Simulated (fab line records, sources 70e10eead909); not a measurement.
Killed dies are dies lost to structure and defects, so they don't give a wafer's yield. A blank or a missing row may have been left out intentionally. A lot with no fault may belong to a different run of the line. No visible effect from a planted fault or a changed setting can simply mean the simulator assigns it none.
Comparing a struck lot with a sound one	flow nand_harc	20 steps out of a route of 1302
Sound: these wafers, L436.1, L436.2, L436.6. Struck: wafers L448.1, L448.3, L448.4. The cause comes at the end.
Per side, at each step with rows, come the tool, then ch with its chambers, and then its first start. Under that, the readings that differ: sound wafers	struck wafers	difference of the means	sigmas: that difference in standard deviations of wafers without a fault.
alike: readings whose means differ by less than 2 such deviations, and words and numbers that are the same on both sides. not compared: withheld readings, readings that some wafer has no value for, bounds like >300 that may hide the same value, and numbers for which the record gives no deviation and whose values overlap.
The two part at a step that has a row with sigmas, a row that says differs or no value, or rows on one side only. When numbers do not overlap yet have no deviation, they are printed without sigmas and do not part them. Lack of a reading on every wafer of one side parts them only where that side has two or more wafers.

first, 3 steps without rows for these wafers: NHARC_P_GATE_SRD_72; NHARC_P_GATE_OXIDE_16 (material SiO2, target thk 3 nm, ox time 392 s); NHARC_P_GATE_CVD_17 (deposits poly-Si, target thk 150 nm, time 900 s).
NHARC_P_GATE_HM_DEP_102: deposits aC, target thk 120 nm.
  sound on acl_dep-02 ch 0, day 6 13:54; struck on acl_dep-03 ch 0, day 11 20:26
reading	sound	struck	difference	sigmas
susceptor_temp_C (C)	- - -	399.92 400.13 400.03	no value on the sound wafers	
  alike: throttle_valve_pct
NHARC_P_GATE_DEP_103: deposits SiON, target thk 30 nm.
  sound on pecvd-03 ch 0,1,2, day 6 14:42; struck on pecvd-01 ch 0,1, day 11 21:06
  alike: heater_power_w, susceptor_temp_C
then, 7 steps without rows for these wafers: NHARC_P_GATE_DEHYDRATE_18 (time 120 s); NHARC_P_GATE_HMDS_19 (time 30 s); NHARC_P_GATE_COAT_20 (resist thk 90 nm); NHARC_P_GATE_SOFTBAKE_21 (time 55 s); NHARC_P_GATE_EBR_22; NHARC_P_GATE_EXPOSE_23 (exposes mask P GATE, target cd 120 nm); NHARC_P_GATE_PEB_24 (peb time 65 s).
NHARC_P_GATE_DEVELOP_25: develop time 35 s.
  sound on litho_track-01 ch 0, day 6 15:00; struck on litho_track-01 ch 0, day 11 21:00
NHARC_P_GATE_CD_MEAS_26: target cd 120 nm.
  sound on cd_sem-01 ch 0, day 6 15:15; struck on cd_sem-03 ch 0, day 11 21:47
reading	sound	struck	difference	sigmas
cd_nm (nm)	120.2 120.3 120.8	118.4 117.8 117.8	-2.4	-5
NHARC_P_GATE_OVL_MEAS_27:
  struck on overlay-02, day 11 21:52; sound on overlay-01, day 6 15:20
  alike: overlay_x_nm, overlay_y_nm
NHARC_P_GATE_INSPECT_28:
  struck on defect_inspect-01, day 11 21:54; sound on defect_inspect-02, day 6 15:22
  alike: raw_defect_count
NHARC_P_GATE_DESCUM_31: chemistry O2, time 3 s.
  sound on rie_diel-04 ch 0,2,3, day 6 15:27; struck on rie_diel-12 ch 0,2,3, day 11 21:58
reading	sound	struck	difference	sigmas
model.P_GATE.cd_nm (nm)	120.1 120.2 121.1	118.2 118.3 118	-2.3	
  alike: drypump_motor_current_A, oes_product_au, rf_vpp_V, showerhead_plenum_p_Torr, throttle_valve_pct
  not compared: rf_hours_counter_h
NHARC_P_GATE_ETCH_104: etches the open film in CF4/CHF3, target depth 60 nm.
  sound on rie_diel-04 ch 0,1, day 6 15:31; struck on rie_diel-12 ch 0,1,2, day 11 22:03
reading	sound	struck	difference	sigmas
model.P_GATE.cd_nm (nm)	120.6 120.9 121.7	118.2 118.1 118.2	-2.9	
  alike: drypump_motor_current_A, oes_product_au, rf_vpp_V, showerhead_plenum_p_Torr, throttle_valve_pct
NHARC_P_GATE_HM_OPEN_105: chemistry O2/COS, target depth 360 nm.
  sound on rie_diel-04 ch 1,2; struck on rie_diel-12 ch 0,2,3
  alike: drypump_motor_current_A, oes_product_au, rf_vpp_V, showerhead_plenum_p_Torr, throttle_valve_pct
  not compared: rf_hours_counter_h
-- break in the record here, with 20 days between the starts of the struck wafers on either side (left off in module P_GATE, picked up again in module END, where the first step shown is number 1302 on the route) --
NHARC_END_SORT_01:
  sound on prober-01 ch 0, day 26 08:26; struck on prober-02 ch 0, day 31 22:12
  alike: killed_at_array, killed_at_other, killed_at_periphery, killed_dies, killed_open, killed_short

WHERE THEY PART
Earliest at NHARC_P_GATE_HM_DEP_102; latest, in this record, at NHARC_P_GATE_CD_MEAS_26. Later steps at which nothing parts them and some readings are alike: NHARC_P_GATE_OVL_MEAS_27, NHARC_P_GATE_INSPECT_28, NHARC_P_GATE_DESCUM_31, NHARC_P_GATE_ETCH_104, NHARC_P_GATE_HM_OPEN_105, NHARC_END_SORT_01.

WHY: what the simulator had put in
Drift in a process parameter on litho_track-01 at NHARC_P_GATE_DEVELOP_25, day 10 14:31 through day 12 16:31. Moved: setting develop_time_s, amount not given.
